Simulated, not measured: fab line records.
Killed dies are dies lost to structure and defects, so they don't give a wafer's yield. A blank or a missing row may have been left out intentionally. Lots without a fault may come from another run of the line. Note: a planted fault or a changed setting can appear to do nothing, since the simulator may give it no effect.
Matching of chambers :: flow nandHarc :: NHARC_A_BLC_CMP_25 on cmp-04 has 4 sister chambers
The step polishes, t overpolish 30 s, target thk 150 nm. 4 wafers are shown with their chamber, then 10 later ones without.

EACH WAFER AND ITS CHAMBER
wafer: L088.3
chamber: 2
motorCurrentA (A): 11.3

wafer: L088.5
chamber: 0
motorCurrentA (A): 14.6

wafer: L091.1
chamber: 1
motorCurrentA (A): 12.7

wafer: L091.5
chamber: 3
motorCurrentA (A): 11.8

WAFERS MISSING THEIR CHAMBER
wafer: L091.6
motorCurrentA (A): 13.9

wafer: L090.2
motorCurrentA (A): 11.8

wafer: L090.3
motorCurrentA (A): 14.3

wafer: L090.5
motorCurrentA (A): 11.7

wafer: L093.1
motorCurrentA (A): 14.4

wafer: L093.2
motorCurrentA (A): 11.1

wafer: L093.3
motorCurrentA (A): 11.6

wafer: L094.2
motorCurrentA (A): 11.7

wafer: L094.4
motorCurrentA (A): 12.3

wafer: L094.5
motorCurrentA (A): 14.8

WHICH CHAMBER EACH WENT THROUGH
wafer: L091.6
from the rows above: can't be placed: 0 or 1
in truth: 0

wafer: L090.2
from the rows above: can't be placed: 3 or 2
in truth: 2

wafer: L090.3
from the rows above: 0
in truth: 0

wafer: L090.5
from the rows above: can't be placed: 3 or 2
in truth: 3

wafer: L093.1
from the rows above: 0
in truth: 0

wafer: L093.2
from the rows above: can't be placed: 2 or 3
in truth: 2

wafer: L093.3
from the rows above: can't be placed: 3 or 2
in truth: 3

wafer: L094.2
from the rows above: can't be placed: 3 or 2
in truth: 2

wafer: L094.4
from the rows above: can't be placed: 1 or 3 or 2
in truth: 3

wafer: L094.5
from the rows above: 0
in truth: 0
Correctly placed: 3 of 10. These rows do not allow placing 7 (true chamber among the candidates in 7). Number placed wrongly: 0.
How it was worked out, from the rows above alone: a wafer's distance from a chamber is the root of the sum, over the readings, of the square of ((its reading less the chamber's mean) divided by the reading's scatter). The wafer belongs to the nearest chamber; if the next one is less than 2 further off, it can't be placed. The mean given for a chamber averages the wafers shown for that chamber. The scatter: with one shown wafer a chamber, the root of the mean of the squares of how far each hidden wafer lies from its nearest shown one.
